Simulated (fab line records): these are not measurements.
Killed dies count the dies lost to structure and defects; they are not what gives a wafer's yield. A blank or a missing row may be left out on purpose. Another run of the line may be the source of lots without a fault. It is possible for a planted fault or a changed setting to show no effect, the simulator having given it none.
A lot that was struck, set against a sound lot ; flow nand harc ; 17 out of 1159 route steps
Sound: wafers L785.1, L785.2, L785.5. Wafers L778.4, L778.5, L778.6 were the ones struck. At the end, the cause is stated.
Per side, at each step with rows, come the tool, then ch with its chambers, and then its first start. Under that, the readings that differ: sound wafers ; struck wafers ; difference of the means ; sigmas: that difference in standard deviations of wafers without a fault.
alike: readings with means less than 2 such deviations apart, plus words and numbers identical on both sides. not compared: withheld readings, readings lacking a value on some wafer, bounds such as >300 that could conceal the same value, and numbers that have no deviation in the record and whose values overlap.
The two part at a step that has a row with sigmas, a row that says differs or no value, or rows on one side only. When numbers do not overlap yet have no deviation, they are printed without sigmas and do not part them. A reading missing from all wafers of one side parts the sides only when that side holds two or more wafers.

first, 2 steps without rows for these wafers: NHARC_P_BONDPAD_HARDBAKE_10 (time 65 s); NHARC_P_BONDPAD_DESCUM_11 (chemistry O2, time 3 s).
NHARC_P_BONDPAD_ETCH_37: etches the open film in N2/H2, target depth 60 nm, overetch 18 nm, time 65.91 s.
  sound on rie diel-13 ch 0,1,3, day 10 19:45; struck on rie diel-13 ch 0,1,2, day 9 03:32
  alike: drypump motor current A, oes product au, rf vpp V, showerhead plenum p Torr, throttle valve pct
  not compared: rf hours counter h
NHARC_P_BONDPAD_ETCH_12: etches the open film in CHF3/O2, target depth 200 nm, time 100 s.
  sound: rie diel-13 ch 1,2,3; struck: rie diel-13 ch 1,2,3
  alike: drypump motor current A, oes product au, rf vpp V, showerhead plenum p Torr, throttle valve pct
  not compared: rf hours counter h
NHARC_P_BONDPAD_CD_MEAS_13:
  sound on cd sem-01 at day 10 19:59; struck on cd sem-03 at day 9 03:44
  alike: cd nm
then, 5 steps without rows for these wafers: NHARC_P_BONDPAD_STRIP_15 (strips in O2); NHARC_P_BONDPAD_ETCH_24 (etches the open film in CF4/N2, target depth 30 nm, time 72.99 s); NHARC_P_BONDPAD_STRIP_16 (strips in post etch residue remover, time 600 s); NHARC_P_BONDPAD_DEGAS_25 (time 60 s); NHARC_P_BONDPAD_PRE_CLEAN_26 (time 30 s).
NHARC_P_BONDPAD_PVD_17: deposits TaN, target thk 5 nm, time 8.06 s.
  sound on pvd sputter-02; struck on pvd sputter-01
  alike: throttle valve pct
NHARC_P_BONDPAD_PVD_27: deposits Cu, target thk 30 nm, time 20.49 s.
  sound on pvd sputter-02; struck on pvd sputter-01
  alike: throttle valve pct
NHARC_P_BONDPAD_ECD_18: material Cu, target thk 400 nm.
  sound on ecd cu-02 ch 0,1, day 10 21:00; struck on ecd cu-02 ch 0,1, day 9 04:50
  no value came back on the struck wafers for bath heat duty pct (%), bath temp c (C); on the sound wafers bath heat duty pct (%) reads 6.8 7.3 7.3
NHARC_P_BONDPAD_ANNEAL_28: time 90 s.
  sound on rtp anneal-02 ch 0, day 10 21:22; struck on rtp anneal-01 ch 0, day 9 05:16
  alike: wafer_temp_C_max
then, 1 step without rows for these wafers: NHARC_P_BONDPAD_CMP_19 (polishes, t overpolish 30 s, cu recess touch 16 s, target thk 160.81 nm).
NHARC_P_BONDPAD_THK_MEAS_20: measures by xrf.
  sound on film metro-01 at day 10 22:03; struck on film metro-01 at day 9 05:47
reading;sound;struck;difference;sigmas
thk nm (nm);160.1 160.4 162.5;29.2 31.9 29.8;-130.7;-99 or more
then, 1 step without rows for these wafers: NHARC_P_BONDPAD_SRD_21 (time 30 s, dry time 20 s).

== WHERE THEY PART ==
First at NHARC_P_BONDPAD_ECD_18; last, within this record, at NHARC_P_BONDPAD_THK_MEAS_20.

WHY: whatever the simulator had introduced
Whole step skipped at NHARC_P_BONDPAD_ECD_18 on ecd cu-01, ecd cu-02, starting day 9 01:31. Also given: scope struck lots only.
